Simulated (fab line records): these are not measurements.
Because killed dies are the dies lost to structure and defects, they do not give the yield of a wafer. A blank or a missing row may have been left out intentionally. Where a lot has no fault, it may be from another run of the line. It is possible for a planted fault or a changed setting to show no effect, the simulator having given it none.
Matching of chambers    flow n5_finfet    N5_BEOL_M11_ETCH_66 on rie_diel-04 has 4 sister chambers
The step etches SOC in N2/H2, target depth 120 nm, overetch 24 nm, time 180 s. 4 wafers are shown with their chamber, then 10 later ones without.

## WAFERS, EACH WITH ITS CHAMBER
wafer   chamber  showerhead_plenum_p_Torr (Torr)
L081.5  0        2.70
L084.2  3        2.46
L082.1  1        2.49
L082.3  2        2.68

## WAFERS WITH NO CHAMBER GIVEN
wafer   showerhead_plenum_p_Torr (Torr)
L082.4  2.70
L088.1  2.68
L088.5  2.46
L088.6  2.70
L087.1  2.70
L087.3  2.68
L087.6  2.49
L091.1  2.70
L091.2  2.67
L091.3  2.48

## CHAMBER TAKEN BY EACH
wafer   from the rows above  in truth
L082.4  0                    0
L088.1  2                    2
L088.5  3                    3
L088.6  0                    0
L087.1  0                    0
L087.3  2                    2
L087.6  1                    1
L091.1  0                    0
L091.2  2                    2
L091.3  1                    1
10 of 10 placed correctly. Number that these rows cannot place: 0. Wrongly placed: 0.
How it was worked out, from the rows above alone: a wafer's distance from a chamber is the root of the sum, over the readings, of the square of ((its reading less the chamber's mean) divided by the reading's scatter). The wafer belongs to the nearest chamber; if the next one is less than 2 further off, it can't be placed. A chamber's mean is the mean of its shown wafers. The scatter: with one shown wafer a chamber, the root of the mean of the squares of how far each hidden wafer lies from its nearest shown one.
